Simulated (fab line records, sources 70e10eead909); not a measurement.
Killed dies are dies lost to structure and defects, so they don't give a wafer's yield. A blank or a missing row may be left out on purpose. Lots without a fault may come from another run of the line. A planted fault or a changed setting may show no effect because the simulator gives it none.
A struck lot beside a sound one | flow nand_harc | 14 steps out of a route of 1159
Sound: wafers L996.1, L996.3, L996.5. Struck: wafer L103.1. (L103.6 of the same lot was not struck and is left out.) The cause comes at the end.
At each step with rows: each side's tool, then ch and its chambers, then its first start. Under that, the readings that differ: sound wafers | struck wafers | difference of the means | sigmas: that difference in standard deviations of wafers without a fault.
alike: readings whose means differ by less than 2 such deviations, and words and numbers that are the same on both sides. not compared: withheld readings, readings that some wafer has no value for, bounds like >300 that may hide the same value, and numbers for which the record gives no deviation and whose values overlap.
The two part at a step that has a row with sigmas, a row that says differs or no value, or rows on one side only. Numbers that don't overlap but have no deviation are shown without sigmas and don't part them. A reading that every wafer of one side lacks parts them only if that side has two wafers or more.

NHARC_A_WL_FILL_CVD_03: deposits W, target thk 40 nm, time 3302 s.
  sound on cvd_w-01 ch 0,1, day 19 10:45; struck on cvd_w-02 ch 0, day 19 23:02
  alike: heater_power_w, susceptor_temp_C, throttle_valve_pct
NHARC_A_WL_FILL_ETCHBACK_04: etches the open film in NF3, target depth 60 nm, time 120 s.
  sound on rie_metal-01 ch 1, day 19 14:05; struck on rie_metal-02 ch 0, day 20 02:22
  alike: chamber_pressure_mTorr, drypump_motor_current_A, oes_product_au, run_length_s
  not compared: rf_hours_counter_h
NHARC_A_WL_FILL_ETCHBACK_05: etches the open film in Cl2/BCl3, target depth 22 nm, time 60 s.
  sound on rie_metal-01 ch 0,1, day 19 14:20; struck on rie_metal-02 ch 0, day 20 02:35
  reading          | sound          | struck | difference | sigmas
  run_length_s (s) | 80.7 80.5 81.0 | 81.6   | +0.9       | +2
  alike: chamber_pressure_mTorr, drypump_motor_current_A, oes_product_au, temp_c
  not compared: rf_hours_counter_h
then, 6 steps without rows for these wafers: NHARC_A_WL_FILL_STRIP_27 (strips in N2/H2, time 20 s); NHARC_A_WL_FILL_STRIP_28 (strips in post etch residue remover, time 1200 s); NHARC_A_WL_FILL_PRECLEAN_06 (cleans in DIW, time 300 s); NHARC_A_WL_FILL_SRD_07; NHARC_A_WL_FILL_ANNEAL_08 (time 1800 s); NHARC_A_WL_FILL_ALD_10 (deposits SiO2, target thk 50 nm, pulse time 10 s, ald cycles 500).
NHARC_A_WL_FILL_ETCHBACK_16: etches the open film in C4F8/O2/Ar, target depth 88 nm, time 17.6 s.
  sound on rie_diel-12 ch 0,2,3; struck on rie_diel-03 ch 2
  alike: chamber_pressure_mTorr, oes_product_au, rf_vpp_V, run_length_s
  not compared: rf_hours_counter_h
NHARC_A_WL_FILL_STRIP_29: strips in O2, time 20 s.
  sound on rie_diel-12 ch 0,2, day 19 22:34; struck on rie_diel-03 ch 0, day 20 11:43
  reading                     | sound                | struck | difference | sigmas
  drypump_motor_current_A (A) | 5.38 5.36 5.38       | 5.98   | +0.61      | +2
  throttle_valve_pct (%)      | 17.048 17.041 17.044 | 17.023 | -0.021     | -2
  alike: chamber_pressure_mTorr, oes_product_au, rf_vpp_V, showerhead_plenum_p_Torr
  not compared: rf_hours_counter_h
NHARC_A_WL_FILL_ETCHBACK_17: etches the open film in Cl2/BCl3, target depth 4 nm, time 26.7 s.
  sound on rie_metal-01 ch 0,1, day 19 22:44; struck on rie_metal-01 ch 1, day 20 11:48
  reading          | sound          | struck | difference | sigmas
  run_length_s (s) | 47.3 47.4 47.4 | 39.2   | -8.2       | -19
  alike: chamber_pressure_mTorr, drypump_motor_current_A, oes_product_au
  not compared: rf_hours_counter_h
then, 1 step without rows for these wafers: NHARC_A_WL_FILL_PRECLEAN_18 (cleans in dHF, time 30 s).
-- the record jumps here: 5 days lie between the struck wafers' starts before and after (it left off in module A_WL_FILL and takes up again in module END, whose first step shown is number 1159 of the route) --
NHARC_END_SORT_01:
  sound on prober-01 ch 0, day 24 12:38; struck on prober-02 ch 0, day 25 22:25
  alike: killed_at_array, killed_at_other, killed_at_periphery, killed_dies, killed_open, killed_short

WHERE THEY PART
First at NHARC_A_WL_FILL_ETCHBACK_05; last, within this record, at NHARC_A_WL_FILL_ETCHBACK_17. Later steps at which nothing parts them and some readings are alike: NHARC_END_SORT_01.

WHY: what the simulator had put in
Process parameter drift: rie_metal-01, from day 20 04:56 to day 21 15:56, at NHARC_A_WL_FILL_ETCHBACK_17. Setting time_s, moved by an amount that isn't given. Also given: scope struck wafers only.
